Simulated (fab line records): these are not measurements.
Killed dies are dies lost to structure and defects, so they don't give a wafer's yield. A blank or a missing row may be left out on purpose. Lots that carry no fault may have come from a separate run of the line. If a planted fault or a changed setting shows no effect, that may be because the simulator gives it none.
Chamber matching -- flow nand_harc -- NHARC_P_STI_CMP_21 on cmp-03: 4 sister chambers
The step polishes, t overpolish 20 s, target thk 380.67 nm. 4 wafers are shown with their chamber, then 9 later ones without.

## WAFERS, EACH WITH ITS CHAMBER
wafer,chamber,motor_current_A (A)
L081.2,0,10.0
L082.4,3,12.9
L083.5,2,14.6
L083.6,1,13.1

## WAFERS WHOSE CHAMBER IS MISSING
wafer,motor_current_A (A)
L093.2,12.0
L093.4,9.5
L093.5,12.9
L094.3,12.1
L094.4,12.9
L094.5,13.0
L096.1,13.1
L096.3,12.9
L096.5,12.6

## THE CHAMBER EACH PASSED THROUGH
wafer,from the rows above,in truth
L093.2,can't be placed: 3 or 1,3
L093.4,0,0
L093.5,can't be placed: 3 or 1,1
L094.3,can't be placed: 3 or 1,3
L094.4,can't be placed: 3 or 1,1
L094.5,can't be placed: 1 or 3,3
L096.1,can't be placed: 1 or 3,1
L096.3,can't be placed: 3 or 1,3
L096.5,can't be placed: 3 or 1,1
Placed correctly: 1 of 9. From these rows, 8 cannot be placed; in 8 the true chamber is one of the candidates. 0 placed wrongly.
How it was worked out, from the rows above alone: a wafer's distance from a chamber is the root of the sum, over the readings, of the square of ((its reading less the chamber's mean) divided by the reading's scatter). The wafer belongs to the nearest chamber; if the next one is less than 2 further off, it can't be placed. The mean given for a chamber averages the wafers shown for that chamber. The scatter (one wafer shown for each chamber): square how far every hidden wafer sits from the nearest shown wafer, average those squares and take the square root.
